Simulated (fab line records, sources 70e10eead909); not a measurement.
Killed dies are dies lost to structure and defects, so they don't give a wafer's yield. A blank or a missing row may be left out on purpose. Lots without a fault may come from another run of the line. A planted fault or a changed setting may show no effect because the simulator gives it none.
fab line records | flow nand_harc
record lots=12 wafers=36 last_day=26
route steps=1159 shown A_CONTACT@958 A_BLC@972 END@1159
lots that met no fault: from a run of the same line without faults
start_h: hours from the record's first day to the start of the lot's first wafer shown | wait_h: hours since the lot's step before | " the same as in the row above | L1.1+2: a row that stands for several wafers | - no value, or no start given | * or withheld: withheld | < > ~ a bound
route shown NAME@n: a module of which the file shows steps, and the number in the route of the first | usual: mean/standard deviation of fault-free wafers | same: alike in all rows | chamber/n: place in a boat | sites: the reading at each site | _std_site: their standard deviation | _edge_site: outer sites' mean less inner sites' | radius_mm: how far each site lies from the wafer's centre | mask NAME#n: copy n | behind: the tool/chamber that last shaped the wafer | hold: why the lot was held/for how many hours/how that ended | device: the transistor (n, p or np) that didn't switch | end of line: the same wafers' tests at the end of the route | a step without rows: its recipe alone | killed: dies lost to structure and defects at the first sort, not the wafer's yield | map: a wafer's dies, x killed, . not, _ none there
set.NAME: the setting as run; set.NAME@STEP: as run at that earlier step | model.NAME: the simulator's own value behind a step, which no gauge read
steps of the route over a sample of lots; a table a step, a row a wafer
services: from which hour (start_h, from the record's first day; less than 0 if before it) a tool's chamber was out of use, for how many hours, and why
## steps
# step NHARC_A_CONTACT_ALD_18
# recipe target_thk_a=30 pulse_time_s=1 ald_cycles=150 temp_c=450 material=TiN
# usual heater_power_w=1058/97 precursor_pulse_height_rel=0.999/0.021
# columns lot.wafer tool chamber start_h wait_h heater_power_w precursor_pulse_height_rel
L501.4 ald_metal-04 0 397.59 - 972 0.956
L501.3 " 1 " " 1119 1.013
L501.5 " 3 " " 976 0.996
L504.3 ald_metal-04 0 403.18 - 967 1.003
L504.1 " 2 " " 911 0.986
L504.5 " 0 " " 986 0.965
L508.3 ald_metal-03 2 437.42 - 1283 0.999
L508.6 " 3 " " 1073 1.012
L508.5 " 0 " " 1042 1.018
L510.1 ald_metal-02 1 445.57 - 1012 0.996
L510.3 " 0 " " 1097 1.022
L510.6 " 2 " " 1089 0.995
L509.1 ald_metal-04 0 446.45 - 986 1.005
L509.3 " 1 " " 1156 0.998
L509.5 " 1 " " 1137 1.022
L507.4 ald_metal-03 1 448.03 - 1054 1.002
L507.5 " 0 " " 1052 0.992
L507.6 " 1 " " 1020 1.000
L511.4 ald_metal-02 1 461.63 - 1023 1.030
L511.3 " 2 " " 1099 1.017
L511.6 " 1 " " 1049 0.985
L512.3 ald_metal-03 0 467.58 - 1064 1.021
L512.4 " 1 " " 1012 1.044
L512.2 " 3 " " 1083 0.988
L520.1 ald_metal-04 2 504.46 - 896 1.002
L520.6 " 1 " " 1108 0.941
L520.4 " 0 " " 992 0.983
L521.1 ald_metal-02 3 514.79 - 1146 0.997
L521.2 " 0 " " 1112 0.991
L521.4 " 2 " " 1091 1.006
L518.3 ald_metal-04 0 516.29 - 975 1.001
L518.2 " 1 " " 1129 0.983
L518.5 " 0 " " 993 1.005
L522.3 ald_metal-02 3 531.71 - 1161 0.988
L522.5 " 0 " " 1120 1.016
L522.6 " 1 " " 1038 0.988
# step NHARC_A_CONTACT_CMP_20
# recipe t_overpolish_s=30 target_thk_nm=300
# usual motor_current_A=11.8/0.99 overpolish_run_s=30.000/0.0092 slurry_filter_dp_kPa=13.52/0.13 slurry_flow_ml_min=150.0/0.4 time_to_endpoint_s=63/3.8
# columns lot.wafer tool chamber start_h wait_h motor_current_A overpolish_run_s slurry_filter_dp_kPa slurry_flow_ml_min time_to_endpoint_s
L501.3 cmp-02 0 400.74 0.4 12.1 29.996 13.47 150.3 63
L501.4 " 2 " " 10.7 30.007 13.70 150.6 62
L501.5 " 1 " " 12.1 29.990 13.63 150.1 68
L504.3 cmp-02 3 404.27 0.5 11.0 30.001 13.45 150.3 65
L504.1 " 1 " " 12.6 30.012 13.49 150.6 69
L504.5 " 0 " " 11.9 30.011 13.55 150.1 63
L508.3 cmp-02 2 442.55 0.4 10.8 30.010 13.53 150.3 59
L508.6 " 0 " " 11.4 29.996 13.52 149.7 61
L508.5 " 1 " " 11.9 30.019 13.51 149.5 65
L510.1 cmp-04 3 448.40 0.7 10.4 30.003 13.31 150.6 69
L510.3 " 1 " " 12.7 29.997 13.47 149.6 69
L510.6 " 2 " " 12.9 30.009 13.57 149.8 63
L509.3 cmp-01 1 448.60 0.4 11.6 30.013 13.76 150.0 68
L509.1 " 3 " " 10.6 29.997 13.35 149.5 58
L509.5 " 0 " " 13.2 29.993 13.62 150.0 63
L507.4 cmp-02 3 449.18 0.5 10.6 30.009 13.56 150.1 59
L507.6 " 0 " " 11.9 30.013 13.83 150.1 57
L507.5 " 1 " " 12.2 30.006 13.43 150.2 63
L511.4 cmp-04 2 464.45 0.4 13.3 29.996 13.64 149.7 61
L511.3 " 3 " " 10.4 29.994 13.58 150.1 63
L511.6 " 0 " " 12.0 29.991 13.45 149.6 67
L512.4 cmp-01 3 468.69 0.4 11.2 30.011 13.50 149.7 60
L512.3 " 1 " " 12.0 30.006 13.61 150.1 63
L512.2 " 2 " " 13.0 30.001 13.60 150.0 57
L520.4 cmp-02 2 505.58 0.5 11.0 30.022 13.49 150.7 61
L520.1 " 0 " " 11.0 30.010 13.36 150.1 65
L520.6 " 2 " " 10.8 30.016 13.77 149.7 60
L521.1 cmp-02 0 519.37 1.4 11.2 30.012 13.69 150.4 64
L521.4 " 1 " " 12.2 29.989 13.55 150.5 67
L521.2 " 3 " " 10.0 30.013 13.49 149.8 60
L518.3 cmp-04 1 523.03 0.6 12.9 29.994 13.42 150.3 66
L518.2 " 2 " " 13.4 30.004 13.64 149.7 60
L518.5 " 3 " " 10.4 29.995 13.51 150.4 69
L522.3 cmp-02 1 538.55 0.6 11.7 30.005 13.56 150.1 72
L522.6 " 3 " " 10.9 30.002 13.43 150.2 64
L522.5 " 0 " " 11.2 29.988 13.68 149.8 68
# step NHARC_A_BLC_PEB_08
# recipe peb_temp_c=100 peb_time_s=65
# usual heater_power_total_W=156.6/0.43 plate_temp_C=100.04/0.13
# same peb_time_s=65
# columns lot.wafer tool chamber start_h wait_h heater_power_total_W plate_temp_C
L501.3 litho_track-06 0 401.45 0.0 156.3 99.95
L501.4 " 0 " " 156.8 100.03
L501.5 " 0 " " 157.1 100.26
L504.1 litho_track-06 0 405.11 0.1 156.3 100.07
L504.3 " 0 " " 157.2 100.15
L504.5 " 0 " " 156.0 100.03
L508.3 litho_track-06 0 443.34 0.0 157.1 100.13
L508.5 " 0 " " 156.0 100.09
L508.6 " 0 " " 156.3 100.08
L510.1 litho_track-04 0 449.20 0.1 156.2 99.98
L510.3 " 0 " " 156.8 99.96
L510.6 " 0 " " 156.1 99.94
L509.1 litho_track-04 0 449.41 0.1 156.9 100.17
L509.3 " 0 " " 157.0 100.23
L509.5 " 0 " " 156.4 99.93
L507.4 litho_track-04 0 449.83 0.0 156.6 100.09
L507.5 " 0 " " 156.3 100.03
L507.6 " 0 " " 155.9 100.02
L511.3 litho_track-06 0 465.25 0.1 155.9 100.05
L511.4 " 0 " " 156.9 100.11
L511.6 " 0 " " 156.0 99.85
L512.2 litho_track-04 0 469.40 0.1 156.7 99.91
L512.3 " 0 " " 156.5 99.71
L512.4 " 0 " " 157.1 99.80
L520.1 litho_track-06 0 506.26 0.1 154.4 99.01
L520.4 " 0 " " 154.6 99.22
L520.6 " 0 " " 154.4 99.15
L521.1 litho_track-04 0 520.21 0.1 156.4 100.02
L521.2 " 0 " " 157.1 99.79
L521.4 " 0 " " 155.9 99.94
L518.2 litho_track-06 0 523.81 0.1 155.0 99.32
L518.3 " 0 " " 155.0 99.04
L518.5 " 0 " " 153.9 99.20
L522.3 litho_track-06 0 539.33 0.0 153.9 99.01
L522.5 " 0 " " 153.9 99.02
L522.6 " 0 " " 154.1 99.14
# step NHARC_A_BLC_CD_MEAS_10
# recipe target_cd_nm=100 landing_energy_ev=500
# usual cd_nm=100.1/0.74
# columns lot.wafer tool chamber start_h wait_h cd_nm
L501.3 cd_sem-03 0 401.54 - 101.3
L501.4 " 0 " " 99.8
L501.5 " 0 " " 99.8
L504.1 cd_sem-02 0 405.19 - 100.7
L504.3 " 0 " " 100.8
L504.5 " 0 " " 102.3
L508.3 cd_sem-03 0 443.43 - 99.4
L508.5 " 0 " " 101.1
L508.6 " 0 " " 100.3
L510.1 cd_sem-01 0 449.28 - 99.9
L510.3 " 0 " " 100.3
L510.6 " 0 " " 100.6
L509.1 cd_sem-02 0 449.49 - 99.3
L509.3 " 0 " " 99.3
L509.5 " 0 " " 100.0
L507.4 cd_sem-02 0 449.91 - 99.2
L507.5 " 0 " " 99.9
L507.6 " 0 " " 98.9
L511.3 cd_sem-03 0 465.33 - 101.2
L511.4 " 0 " " 100.3
L511.6 " 0 " " 99.8
L512.2 cd_sem-03 0 469.48 - 99.2
L512.3 " 0 " " 100.4
L512.4 " 0 " " 99.8
L520.1 cd_sem-02 0 506.34 - 95.9
L520.4 " 0 " " 97.0
L520.6 " 0 " " 97.7
L521.1 cd_sem-01 0 520.29 - 99.4
L521.2 " 0 " " 99.5
L521.4 " 0 " " 99.3
L518.2 cd_sem-03 0 523.89 - 96.3
L518.3 " 0 " " 96.9
L518.5 " 0 " " 97.9
L522.3 cd_sem-03 0 539.41 - 97.1
L522.5 " 0 " " 98.1
L522.6 " 0 " " 98.1
# step NHARC_A_BLC_ETCH_18
# recipe target_depth_a=9100 c4f8_flow_sccm=20 o2_flow_sccm=10 ar_flow_sccm=withheld rf_w=600 bias_w=1500 chemistry=C4F8/O2/Ar
# usual chamber_pressure_mTorr=24.999/0.02 oes_product_au=0.952/0.023 rf_vpp_V=978/5.1
# columns lot.wafer tool chamber start_h wait_h chamber_pressure_mTorr oes_product_au rf_hours_counter_h rf_vpp_V
L501.3 rie_diel-04 3 - - 24.969 0.918 10 980
L501.4 " 1 " " 24.979 0.943 10 976
L501.5 " 3 " " 24.985 0.921 - 982
L504.3 rie_diel-04 1 - - 24.996 0.942 11 976
L504.1 " 2 " " 24.979 0.922 11 985
L504.5 " 3 " " 25.006 0.925 - 981
L508.3 rie_diel-04 2 - - 24.991 0.974 14 986
L508.6 " 0 " " 24.982 0.983 - 973
L508.5 " 1 " " 25.014 1.004 - 974
L510.3 rie_diel-01 1 - - 24.999 0.950 16 972
L510.1 " 0 " " 25.027 0.953 16 977
L510.6 " 1 " " 25.019 0.950 - 971
L509.1 rie_diel-12 2 - - 25.016 0.990 19 984
L509.3 " 3 " " 25.010 0.998 25 981
L509.5 " 2 " " 24.976 0.998 - 984
L507.4 rie_diel-04 3 - - 25.030 0.930 15 981
L507.5 " 2 " " 25.002 0.944 - 983
L507.6 " 3 " " 24.999 0.925 - 982
L511.3 rie_diel-01 3 - - 25.017 0.964 18 973
L511.4 " 1 " " 25.016 0.977 17 972
L511.6 " 0 " " 24.979 0.972 - 979
L512.3 rie_diel-01 3 - - 25.022 0.955 18 973
L512.4 " 1 " " 24.991 0.964 18 972
L512.2 " 2 " " 25.031 0.939 18 985
L520.4 rie_diel-04 0 - - 24.969 0.954 3 972
L520.1 " 3 " " 24.983 0.938 3 981
L520.6 " 0 " " 25.027 0.959 - 973
L521.4 rie_diel-01 2 - - 24.995 0.941 2 986
L521.1 " 3 " " 25.004 0.988 2 974
L521.2 " 0 " " 24.997 0.971 2 978
L518.3 rie_diel-04 1 - - 24.984 0.941 4 975
L518.2 " 3 " " 24.999 0.918 4 979
L518.5 " 1 " " 24.992 0.940 - 974
L522.3 rie_diel-04 3 - - 24.970 0.978 6 980
L522.6 " 1 " " 24.986 0.963 - 975
L522.5 " 2 " " 25.033 0.967 - 984
# step NHARC_END_SORT_01
# recipe temp_c=25
# usual killed_at_array=27/12 killed_at_other=0.9/1.1 killed_at_periphery=3.2/2.4 killed_dies=31/12 killed_open=3.3/1.7 killed_short=2.0/1.6
# same gross_dies=677
# columns lot.wafer tool chamber start_h wait_h killed_at_array killed_at_other killed_at_periphery killed_dies killed_open killed_short
L508.3 prober-01 0 557.42 3.1 20 0 4 24 4 1
L508.5 prober-01 0 559.03 3.7 20 1 4 25 4 1
L508.6 prober-01 0 559.83 4.0 21 0 5 26 3 1
L507.5 prober-01 0 566.85 3.7 30 0 7 37 4 0
L510.1 prober-02 0 571.25 2.5 51 1 5 57 6 6
L510.3 prober-02 0 572.85 3.1 35 1 2 38 1 1
L510.6 prober-02 0 575.24 4.0 41 4 9 54 7 3
L511.3 prober-02 0 580.63 3.1 41 0 1 42 1 4
L511.4 prober-02 0 581.44 3.4 41 1 5 47 5 2
L511.6 prober-02 0 583.05 4.0 47 3 4 54 5 2
L512.2 prober-02 0 587.67 2.8 21 0 5 26 6 2
L512.4 prober-02 0 589.27 3.4 22 2 3 27 5 2
# killed by level:class
L508.3 A_CHANNEL_HOLE_D1:chamber_film_flake=12 P_CONTACT:chamber_film_flake=2 A_STAIRCASE:chamber_film_flake=2 P_CONTACT:geometric_particle:open=1 A_SOURCE_PLATE:geometric_particle:open=1 A_CHANNEL_HOLE_D1:geometric_particle:short=1 A_CHANNEL_HOLE_D1:geometric_particle:open=1 A_WL_FILL:geometric_particle:open=1
L508.5 A_CHANNEL_HOLE_D1:chamber_film_flake=13 A_WL_FILL:chamber_film_flake=3 P_M1:chamber_film_flake=2 P_CONTACT:geometric_particle:open=1 A_SOURCE_PLATE:geometric_particle:open=1 A_SGD_CUT:geometric_particle:open=1 A_WL_FILL:geometric_particle:short=1 P_CONTACT:chamber_film_flake=1
L508.6 A_CHANNEL_HOLE_D1:chamber_film_flake=14 P_M1:chamber_film_flake=4 P_CONTACT:geometric_particle:open=1 A_CONTACT:geometric_particle:open=1 A_M0:geometric_particle:short=1 A_M1:geometric_particle:open=1 A_STAIRCASE:chamber_film_flake=1 A_SGD_CUT:chamber_film_flake=1
L507.5 A_SLIT:chamber_film_flake=15 A_CONTACT:chamber_film_flake=6 P_M1:chamber_film_flake=4 P_M1:geometric_particle:open=2 A_STAIRCASE:chamber_film_flake=2 A_WL_FILL:chamber_film_flake=2 A_BONDPAD:chamber_film_flake=2 A_WL_FILL:geometric_particle:open=1
L510.1 A_CHANNEL_HOLE_D1:chamber_film_flake=18 A_SLIT:chamber_film_flake=16 P_ZERO_WELL:chamber_film_flake=3 A_WL_FILL:chamber_film_flake=3 P_CONTACT:geometric_particle:open=2 A_ONON_D1:geometric_particle:short=2 A_WL_FILL:geometric_particle:short=2 A_STAIRCASE:chamber_film_flake=2
L510.3 A_CHANNEL_HOLE_D1:chamber_film_flake=19 A_SLIT:chamber_film_flake=10 A_CONTACT:chamber_film_flake=5 P_GATE:geometric_particle:open=1 A_CHANNEL_FILL_D1:geometric_particle:short=1 P_ZERO_WELL:chamber_film_flake=1 HYBRID_BOND:chamber_film_flake=1
L510.6 A_CHANNEL_HOLE_D1:chamber_film_flake=14 A_SLIT:chamber_film_flake=12 P_ZERO_WELL:chamber_film_flake=8 A_CONTACT:chamber_film_flake=4 THIN_TSV:chamber_film_flake=4 A_SGD_CUT:geometric_particle:open=2 A_WL_FILL:geometric_particle:open=2 A_STAIRCASE:chamber_film_flake=2
L511.3 A_CHANNEL_HOLE_D1:chamber_film_flake=17 A_SLIT:chamber_film_flake=14 A_CONTACT:chamber_film_flake=2 A_ONON_D1:geometric_particle:short=1 A_SGD_CUT:geometric_particle:short=1 A_WL_FILL:geometric_particle:open=1 A_WL_FILL:geometric_particle:short=1 A_CONTACT:geometric_particle:short=1
L511.4 A_CHANNEL_HOLE_D1:chamber_film_flake=18 A_SLIT:chamber_film_flake=13 A_CONTACT:geometric_particle:open=2 A_CHANNEL_FILL_D1:chamber_film_flake=2 A_CONTACT:chamber_film_flake=2 P_GATE:geometric_particle:open=1 A_ONON_D1:geometric_particle:open=1 A_ONON_D1:geometric_particle:short=1
L511.6 A_CHANNEL_HOLE_D1:chamber_film_flake=18 A_SLIT:chamber_film_flake=16 A_STAIRCASE:chamber_film_flake=5 A_CONTACT:chamber_film_flake=3 A_M1:geometric_particle:open=2 P_M2:chamber_film_flake=2 P_M0:geometric_particle:open=1 A_CHANNEL_FILL_D1:geometric_particle:open=1
L512.2 A_CHANNEL_HOLE_D1:chamber_film_flake=5 A_CONTACT:chamber_film_flake=5 A_STAIRCASE:chamber_film_flake=4 A_CONTACT:geometric_particle:open=3 P_M0:chamber_film_flake=2 P_CONTACT:geometric_particle:open=1 A_ONON_D1:geometric_particle:short=1 A_ONON_D1:geometric_particle:open=1
L512.4 A_CHANNEL_HOLE_D1:chamber_film_flake=7 A_STAIRCASE:chamber_film_flake=6 P_GATE:chamber_film_flake=2 A_CONTACT:chamber_film_flake=2 P_CONTACT:geometric_particle:short=1 HYBRID_BOND:chamber_film_flake=1 A_CHANNEL_FILL_D1:geometric_particle:open=1 A_SGD_CUT:geometric_particle:open=1
## services
# columns tool chamber start_h hours kind
cmp-01 - 375.50 4.0 pm
rie_diel-12 - 379.45 9.0 pm
cmp-04 - 389.61 1.4 repair
cmp-02 - 394.32 3.2 repair
cmp-04 - 399.07 4.0 pm
ald_metal-04 - 406.00 10.0 pm
ald_metal-03 - 409.69 2.2 repair
cmp-02 - 422.50 4.0 pm
cmp-01 - 426.31 1.5 repair
rie_diel-04 3 446.09 1.7 repair
cmp-04 - 455.90 0.8 repair
cmp-01 - 456.90 0.2 repair
cmp-01 - 461.60 4.5 repair
rie_diel-04 - 465.94 9.0 pm
litho_track-06 - 467.00 7.0 pm
cmp-01 - 473.50 4.0 pm
ald_metal-02 - 488.72 0.6 repair
litho_track-04 - 491.00 7.0 pm
rie_diel-01 - 491.80 9.0 pm
cmp-04 - 497.07 4.0 pm
cmp-02 - 502.31 0.7 repair
cmp-02 - 520.50 4.0 pm
ald_metal-03 - 524.03 10.0 pm
ald_metal-04 1 525.32 18.0 repair
## key
first_sign step=NHARC_A_BLC_PEB_08 reading=plate_temp_C direction=down sigmas=7.2 usual=* struck=*
effect step=NHARC_A_BLC_PEB_08 reading=heater_power_total_W direction=down sigmas=5.3 usual=* struck=*
effect step=NHARC_A_BLC_CD_MEAS_10 reading=cd_nm direction=down sigmas=3.9 usual=100.1 struck=97.2 through=control_loop
met_at NHARC_A_BLC_PEB_08
struck_lots L518,L520,L522
tester_left_out L518,L520,L522
loop_trim step=NHARC_A_BLC_EXPOSE_07 setting=dose lots=L522
not_acting_at NHARC_A_CONTACT_ALD_18,NHARC_A_CONTACT_CMP_20,NHARC_A_BLC_ETCH_18
onset_between 465.25 506.26
fault kind=process_parameter_drift tool=litho_track-06 chamber=- onset_h=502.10 steps=NHARC_A_BLC_PEB_08 channel=peb_temp_c offset=* shape=step end_h=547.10 acts_in=* stated=*
# tester_left_out: of these lots the tester's yield and bins aren't shown, on N5 and GAA mostly nor the transistor test; their killed dies are dies lost to structure and defects alone, not to doping, threshold or leakage, so they don't give the yield
# loop_trim: a control loop set the setting to another value than it would have without faults
